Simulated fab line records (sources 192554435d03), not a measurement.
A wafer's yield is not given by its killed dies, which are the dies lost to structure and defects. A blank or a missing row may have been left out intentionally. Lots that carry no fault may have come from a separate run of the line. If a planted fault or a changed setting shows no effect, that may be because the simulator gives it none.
What tool caused it? + flow n5Finfet + 12 lots, 36 wafers sampled, at 2 steps of a route of 1938

== WHAT THE GAUGES SHOWED, per wafer ==
N5_MOL_CONTACT_COAG_CD_MEAS_137: the cd target is 16 nm.
| lot  | measured     | on       | cdNm (nm)      |
|------|--------------|----------|----------------|
| L075 | day 5 05:44  | cdSem-02 | 15.7 16.1 15.9 |
| L077 | day 6 02:40  | cdSem-03 | 15.8 16.0 15.5 |
| L079 | day 6 17:25  | cdSem-02 | 16.0 16.4 15.6 |
| L081 | day 6 23:20  | cdSem-01 | 15.5 15.4 16.1 |
| L083 | day 7 11:37  | cdSem-03 | 15.9 15.7 15.5 |
| L085 | day 8 05:26  | cdSem-03 | 15.7 16.2 15.7 |
| L087 | day 8 12:41  | cdSem-03 | 16.3 15.8 15.8 |
| L089 | day 9 01:04  | cdSem-02 | 16.1 15.6 15.7 |
| L091 | day 9 14:41  | cdSem-02 | 16.1 15.8 16.0 |
| L093 | day 10 01:43 | cdSem-03 | 15.7 16.6 15.5 |
| L095 | day 10 11:04 | cdSem-03 | 15.7 16.2 16.3 |
| L097 | day 10 18:34 | cdSem-02 | 16.3 15.9 15.5 |

== TOOL THAT RAN EACH LOT (tool first, then ch and the chambers of the sampled wafers, then the start) ==
| lot  | N5_MOL_CONTACT_COAG_ALD_27       |
|------|----------------------------------|
| L075 | aldSin-02 ch 1,3, day 5 01:17    |
| L077 | aldSin-02 ch 0,2,3, day 5 22:38  |
| L079 | aldSin-03 ch 1,2, day 6 13:04    |
| L081 | aldSin-02 ch 0,1, day 6 19:32    |
| L083 | aldSin-02 ch 0,2,3, day 7 06:53  |
| L085 | aldSin-02 ch 0,1,3, day 8 00:43  |
| L087 | aldSin-03 ch 1,2,3, day 8 08:50  |
| L089 | aldSin-04 ch 1,2, day 8 20:00    |
| L091 | aldSin-04 ch 0,1,2, day 9 10:26  |
| L093 | aldSin-04 ch 1,2, day 9 21:55    |
| L095 | aldSin-02 ch 0,1,3, day 10 06:25 |
| L097 | aldSin-04 ch 0,1,3, day 10 14:53 |
- N5_MOL_CONTACT_COAG_ALD_27: deposits SiOC, target thk 17 nm, pulse time 1.5 s, time 2720 s.

== THE ANSWER, worked out from the rows above alone ==
Rule: the lots themselves supply what counts as usual. The widest of any qualifying gaps counts: lots, ordered by their means at a reading, are off when they make up no more than a third of the lots, leave a main group of 4 or more, and stand apart from it by 3 or more times the standard deviation of that group's means. The tables above print the reading to a certain number of digits; a main group whose means all agree to those digits is not used. A lot without any number at a reading at which 4 lots or more have one is off too. Where the step has rows for the other lots, those lots are counted as sound.
Across all readings shown, no lot is off: no conclusion can be drawn from this.

== WHAT THE SIMULATOR HAD INSERTED ==
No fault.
